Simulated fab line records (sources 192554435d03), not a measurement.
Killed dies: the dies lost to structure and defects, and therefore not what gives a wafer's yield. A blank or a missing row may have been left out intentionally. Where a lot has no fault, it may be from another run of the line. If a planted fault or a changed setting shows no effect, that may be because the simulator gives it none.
Chamber matching	flow n5Finfet	N5_BEOL_M0_STRIP_142 on rieDiel-02 has 4 sister chambers
The step strips in N2/H2, time 10 s. 22 wafers are shown with their chamber, then 11 later ones without.

## WAFERS PAIRED WITH THEIR CHAMBERS
wafer	chamber	drypumpMotorCurrentA (A)	throttleValvePct (%)	showerheadPlenumPTorr (Torr)
L075.1	1	6.5	23.76	2.63
L075.2	0	5.5	23.69	2.40
L075.5	0	5.5	23.69	2.40
L078.1	2	6.1	23.50	2.67
L078.4	3	5.9	23.34	2.45
L078.5	1	6.5	23.80	2.63
L079.1	3	5.9	23.33	2.44
L079.3	1	6.5	23.79	2.63
L079.5	0	5.5	23.69	2.39
L081.1	1	6.5	23.81	2.63
L081.2	2	6.1	23.52	2.66
L081.3	3	5.8	23.34	2.44
L088.2	0	5.5	23.40	2.71
L088.3	2	6.1	23.53	2.66
L088.5	2	6.1	23.56	2.66
L089.1	3	5.9	23.37	2.44
L089.2	1	6.5	23.83	2.62
L089.4	2	6.1	23.56	2.66
L090.1	2	6.1	23.55	2.65
L090.2	3	5.9	23.39	2.43
L090.3	1	6.5	23.82	2.62
L091.3	3	5.9	23.38	2.43

SIGNATURES (means of the wafers above)
reading	chamber 0	chamber 1	chamber 2	chamber 3	scatter within a chamber
drypumpMotorCurrentA	5.500	6.500	6.100	5.883	0.0215
throttleValvePct	23.6175	23.8017	23.5367	23.3583	0.0633
showerheadPlenumPTorr	2.4750	2.6267	2.6600	2.4383	0.0643
Rule: a wafer lies at a distance from a chamber equal to the root of the sum of squares, over the readings, of (its reading less the chamber's mean, divided by the reading's scatter). The wafer belongs to the nearest chamber; if the next one is less than 2 further off, it can't be placed. The scatter: the root of (the sum of the squares of (reading less its chamber's mean) over the shown wafers, divided by (wafers less chambers)).

## WAFERS WITHOUT THEIR CHAMBER
wafer	drypumpMotorCurrentA (A)	throttleValvePct (%)	showerheadPlenumPTorr (Torr)
L091.4	6.5	23.83	2.62
L091.6	6.1	23.55	2.65
L092.4	6.1	23.57	2.65
L092.5	5.5	23.41	2.71
L092.6	6.5	23.82	2.62
L093.1	5.9	23.38	2.43
L093.4	6.5	23.83	2.61
L093.6	6.1	23.56	2.65
L094.1	6.1	23.58	2.65
L094.2	6.5	23.83	2.61
L094.3	5.9	23.38	2.43

## CHAMBER TAKEN BY EACH
wafer	from the rows above	in truth
L091.4	1	1
L091.6	2	2
L092.4	2	2
L092.5	0	0
L092.6	1	1
L093.1	3	3
L093.4	1	1
L093.6	2	2
L094.1	2	2
L094.2	1	1
L094.3	3	3
Correctly placed: 11 of 11. Not placeable from these rows: 0. Number placed wrongly: 0.
